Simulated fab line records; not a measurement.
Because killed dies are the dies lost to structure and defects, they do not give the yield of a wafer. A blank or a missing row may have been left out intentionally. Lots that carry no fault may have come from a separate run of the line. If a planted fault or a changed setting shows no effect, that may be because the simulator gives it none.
Split-lot trial | flow n5 finfet | 7 lots, 21 wafers read, on a route of 1938 steps

SPLIT DETAILS
At N5_BEOL_M4_COAT_67 (time 60 s, resist thk 60 nm), the setting spin rpm was moved away from the recipe's 1500 rpm on 6 of the 21 wafers read, by +5.5% to +10.3%. For the rest of the wafers, this setting stayed at what the recipe calls for.

FROM THE SPLIT TO THE READING: what the file shows between them, 7 steps
- N5_BEOL_M4_COAT_68: time 60 s, resist thk 12 nm
- N5_BEOL_M4_COAT_76: time 60 s, resist thk 5 nm
- N5_BEOL_M4_ALD_98: deposits SiO2, target thk 2.5 nm, pulse time 1 s, co reactant pulse time 1 s
- N5_BEOL_M4_ETCHBACK_99: etches SiO2 in CHF3, target depth 5 nm, time 10.4 s
- N5_BEOL_M4_ETCH_70: etches SOC in N2/H2, target depth 80 nm, overetch 24 nm, time 130 s
- N5_BEOL_M4_STRIP_71: strips in N2/H2
- N5_BEOL_M4_STRIP_78: strips in N2/H2

THE READING
SOC_of_BEOL_M4_COAT_67.thk nm (the simulator's own value, which no gauge read), in nm, at N5_BEOL_M4_VIA_ETCH_34 (etches the open film in C4F6/O2, target depth 69.4 nm, time 65.9 s). The file does not state a usual value for it. The 15 wafers here that ran the recipe average 51.7 nm, standard deviation 0.27 nm.

wafer  | tool, chamber at the split | spin rpm as run, rpm | against the recipe | SOC_of_BEOL_M4_COAT_67.thk nm, nm | against lot-mates on the recipe
L085.1 | litho track-03, 0          | 1619                 | +7.9%              | 49                                | -2.4
L085.2 | litho track-03, 0          | 1500                 | recipe             | 51.4                              | -
L085.3 | litho track-03, 0          | 1619                 | +7.9%              | 49.6                              | -1.8
L084.3 | litho track-02, 0          | 1655                 | +10.3%             | 49                                | -2.8
L084.4 | litho track-02, 0          | 1500                 | recipe             | 51.6                              | -
L084.5 | litho track-02, 0          | 1500                 | recipe             | 52                                | -
L086.3 | litho track-04, 0          | 1500                 | recipe             | 51.4                              | -
L086.4 | litho track-04, 0          | 1500                 | recipe             | 51.6                              | -
L086.5 | litho track-04, 0          | 1500                 | recipe             | 51.2                              | -
L089.1 | litho track-02, 0          | 1500                 | recipe             | 51.8                              | -
L089.5 | litho track-02, 0          | 1500                 | recipe             | 51.8                              | -
L089.6 | litho track-02, 0          | 1500                 | recipe             | 51.8                              | -
L090.2 | litho track-03, 0          | 1500                 | recipe             | 51.4                              | -
L090.4 | litho track-03, 0          | 1591                 | +6.1%              | 50                                | -1.5
L090.5 | litho track-03, 0          | 1500                 | recipe             | 51.6                              | -
L096.1 | litho track-03, 0          | 1583                 | +5.5%              | 50.2                              | -1.4
L096.2 | litho track-03, 0          | 1583                 | +5.5%              | 50.4                              | -1.2
L096.6 | litho track-03, 0          | 1500                 | recipe             | 51.6                              | -
L097.2 | litho track-04, 0          | 1500                 | recipe             | 52                                | -
L097.5 | litho track-04, 0          | 1500                 | recipe             | 52                                | -
L097.4 | litho track-04, 0          | 1500                 | recipe             | 52.2                              | -

THE FIT
A straight line over all 21 wafers: SOC_of_BEOL_M4_COAT_67.thk nm changes by -0.277 nm for each +1% of spin rpm; r = -0.96; the points scatter about the line by 0.28 nm.
The same after taking each lot's own level away (the mean of its wafers on the recipe; 21 wafers): -0.26 nm for each +1%; r = -0.99; scatter 0.16 nm.
Per that fit: largest spin rpm move, reading shift of 2.7 nm.
The span of the lots' own levels, 51.40 to 52.07 nm, comes to 2.5 times the standard deviation stated above.
Consequently the slope shifts little with the lot-to-lot level, the two slopes agreeing.
Check: for one of the wafers moved furthest among these (+10.3%), held out of the fit, the line's prediction against its lot-mates is -2.62 nm. It came out at -2.8 nm against them.

ADDITIONAL SPLITS CARRIED BY THESE WAFERS
Note: prior to the reading, these wafers also went through further splits. Each is held against what the fit with the lots' levels taken away leaves over:
other split on the same wafers | wafers away from the commonest value | r with SOC_of_BEOL_M4_COAT_67.thk nm (lot level and that fit taken away)
N5_BEOL_M3_COAT_22 spin rpm    | 9                                    | -0.13
N5_BEOL_M4_DESCUM_16 time s    | 5                                    | +0.07

THE WHOLE CHAIN: every reading that the file lists as answering this split, in the file's order
step                   | what it does                                                        | reading                                                                        | change (the file's fit)               | r (the file's)
N5_BEOL_M4_COAT_67     | time 60 s, resist thk 60 nm                                         | SOC_of_BEOL_M4_COAT_67.thk nm (the simulator's own value, which no gauge read) | -0.266 nm for each +1% of the setting | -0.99
N5_BEOL_M4_ETCH_70     | etches SOC in N2/H2, target depth 80 nm, overetch 24 nm, time 130 s | etch.depth nm (the simulator's own value, which no gauge read)                 | -0.266 nm for each +1% of the setting | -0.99
N5_BEOL_M4_VIA_ETCH_34 | etches the open film in C4F6/O2, target depth 69.4 nm, time 65.9 s  | SOC_of_BEOL_M4_COAT_67.thk nm (the simulator's own value, which no gauge read) | -0.261 nm for each +1% of the setting | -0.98

FILE'S OWN FIT
SOC_of_BEOL_M4_COAT_67.thk nm changes by -0.261 nm for each +1% of spin rpm, r = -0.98.
